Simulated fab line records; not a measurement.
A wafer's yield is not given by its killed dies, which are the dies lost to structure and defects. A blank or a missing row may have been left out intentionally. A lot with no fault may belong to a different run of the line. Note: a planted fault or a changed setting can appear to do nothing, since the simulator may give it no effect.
Matching of chambers / flow n5 finfet / N5_FIN_CUT_ETCH_30 on rie diel-01: 4 sister chambers
The step etches underlayer in N2/H2, target depth 13 nm, time 10.4 s. 4 wafers are shown with their chamber, then 10 later ones without.

WAFERS, EACH WITH ITS CHAMBER
wafer=L086.1; chamber=1; showerhead plenum p Torr (Torr)=2.72
wafer=L087.2; chamber=2; showerhead plenum p Torr (Torr)=2.63
wafer=L089.3; chamber=0; showerhead plenum p Torr (Torr)=2.64
wafer=L089.4; chamber=3; showerhead plenum p Torr (Torr)=2.49

WAFERS WHOSE CHAMBER IS MISSING
wafer=L089.5; showerhead plenum p Torr (Torr)=2.64
wafer=L092.2; showerhead plenum p Torr (Torr)=2.64
wafer=L092.4; showerhead plenum p Torr (Torr)=2.72
wafer=L092.5; showerhead plenum p Torr (Torr)=2.62
wafer=L095.2; showerhead plenum p Torr (Torr)=2.71
wafer=L095.4; showerhead plenum p Torr (Torr)=2.71
wafer=L095.6; showerhead plenum p Torr (Torr)=2.64
wafer=L096.3; showerhead plenum p Torr (Torr)=2.64
wafer=L096.4; showerhead plenum p Torr (Torr)=2.48
wafer=L096.5; showerhead plenum p Torr (Torr)=2.62

EACH ONE'S CHAMBER
wafer=L089.5; from the rows above=can't be placed: 0 or 2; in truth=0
wafer=L092.2; from the rows above=can't be placed: 0 or 2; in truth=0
wafer=L092.4; from the rows above=1; in truth=1
wafer=L092.5; from the rows above=can't be placed: 2 or 0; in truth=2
wafer=L095.2; from the rows above=1; in truth=1
wafer=L095.4; from the rows above=1; in truth=1
wafer=L095.6; from the rows above=can't be placed: 0 or 2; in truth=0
wafer=L096.3; from the rows above=can't be placed: 0 or 2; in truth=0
wafer=L096.4; from the rows above=3; in truth=3
wafer=L096.5; from the rows above=can't be placed: 2 or 0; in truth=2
Correct placement for 4 of the 10. Can't be placed from these rows: 6 (the true chamber is among the candidates in 6). 0 placed wrongly.
How it was worked out, from the rows above alone: a wafer's distance from a chamber is the root of the sum, over the readings, of the square of ((its reading less the chamber's mean) divided by the reading's scatter). If the next closest chamber is less than 2 further off than the closest, the wafer can't be placed; otherwise it belongs to the closest. Each chamber's mean is taken over the wafers shown for it. The scatter: root of mean squared gap, hidden wafer to nearest shown wafer, with one shown wafer a chamber.
